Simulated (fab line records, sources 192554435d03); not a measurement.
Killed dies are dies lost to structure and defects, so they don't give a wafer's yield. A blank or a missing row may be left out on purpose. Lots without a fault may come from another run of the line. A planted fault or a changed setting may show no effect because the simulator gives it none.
Chamber matching | flow n5_finfet | N5_BEOL_M0_SAQP_SPACER2_ALD_26 on ald_sin-02: 4 sister chambers
The step deposits SiO2, target thk 15 nm, pulse time 1 s, purge time 2 s. 22 wafers are shown with their chamber, then 11 later ones without.

WAFERS WITH THEIR CHAMBER
wafer  | chamber | heater_power_w (W) | chamber_pressure_Torr (Torr) | precursor_pulse_height_rel
L075.1 | 1       | 407                | 2.000                        | 1.003
L075.4 | 2       | 478                | 2.004                        | 0.963
L075.5 | 2       | 466                | 2.011                        | 1.019
L076.2 | 0       | 447                | 1.999                        | 1.008
L076.3 | 1       | 415                | 2.002                        | 1.015
L076.6 | 1       | 397                | 1.994                        | 0.989
L078.1 | 2       | 491                | 1.994                        | 1.041
L078.2 | 0       | 451                | 2.001                        | 1.000
L078.6 | 2       | 478                | 2.000                        | 1.010
L079.1 | 3       | 433                | 2.006                        | 0.994
L079.3 | 2       | 479                | 2.002                        | 1.021
L079.5 | 0       | 454                | 1.999                        | 0.997
L080.2 | 2       | 475                | 2.003                        | 0.979
L080.3 | 3       | 413                | 2.006                        | 0.988
L080.4 | 2       | 468                | 2.007                        | 1.017
L081.1 | 1       | 409                | 1.995                        | 1.011
L081.3 | 2       | 475                | 1.997                        | 0.954
L081.6 | 2       | 473                | 1.996                        | 0.959
L085.2 | 1       | 422                | 2.000                        | 1.024
L085.5 | 0       | 444                | 2.003                        | 1.010
L085.6 | 3       | 438                | 2.008                        | 1.019
L086.1 | 0       | 447                | 2.005                        | 1.013

SIGNATURES (means of the wafers above)
reading                    | chamber 0 | chamber 1 | chamber 2 | chamber 3 | scatter within a chamber
heater_power_w             | 448.60    | 410.00    | 475.89    | 428.00    | 8.08
chamber_pressure_Torr      | 2.00140   | 1.99820   | 2.00156   | 2.00667   | 0.0042
precursor_pulse_height_rel | 1.00560   | 1.00840   | 0.99589   | 1.00033   | 0.0233
Rule: a wafer's distance from a chamber is the root of the sum, over the readings, of the square of ((its reading less the chamber's mean) divided by the reading's scatter). The wafer belongs to the nearest chamber; if the next one is less than 2 further off, it can't be placed. The scatter: the root of (the sum of the squares of (reading less its chamber's mean) over the shown wafers, divided by (wafers less chambers)).

WAFERS WITHOUT THEIR CHAMBER
wafer  | heater_power_w (W) | chamber_pressure_Torr (Torr) | precursor_pulse_height_rel
L086.2 | 431                | 1.998                        | 1.013
L086.5 | 418                | 1.999                        | 1.000
L089.2 | 409                | 2.009                        | 1.022
L089.4 | 478                | 1.999                        | 0.998
L089.6 | 420                | 2.001                        | 1.008
L091.4 | 420                | 2.000                        | 0.953
L091.5 | 480                | 2.004                        | 1.020
L091.6 | 400                | 1.996                        | 0.998
L096.1 | 432                | 1.999                        | 0.981
L096.4 | 399                | 2.000                        | 1.017
L096.5 | 427                | 2.001                        | 1.014

WHICH CHAMBER EACH WENT THROUGH
wafer  | from the rows above          | in truth
L086.2 | can't be placed: 3 or 0 or 1 | 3
L086.5 | can't be placed: 1 or 3      | 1
L089.2 | can't be placed: 3 or 1      | 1
L089.4 | 2                            | 2
L089.6 | can't be placed: 1 or 3      | 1
L091.4 | can't be placed: 1 or 3 or 0 | 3
L091.5 | 2                            | 2
L091.6 | 1                            | 1
L096.1 | can't be placed: 3 or 0 or 1 | 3
L096.4 | 1                            | 1
L096.5 | can't be placed: 3 or 1 or 0 | 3
Placed correctly: 4 of 11. Can't be placed from these rows: 7 (the true chamber is among the candidates in 7). Placed wrongly: 0.
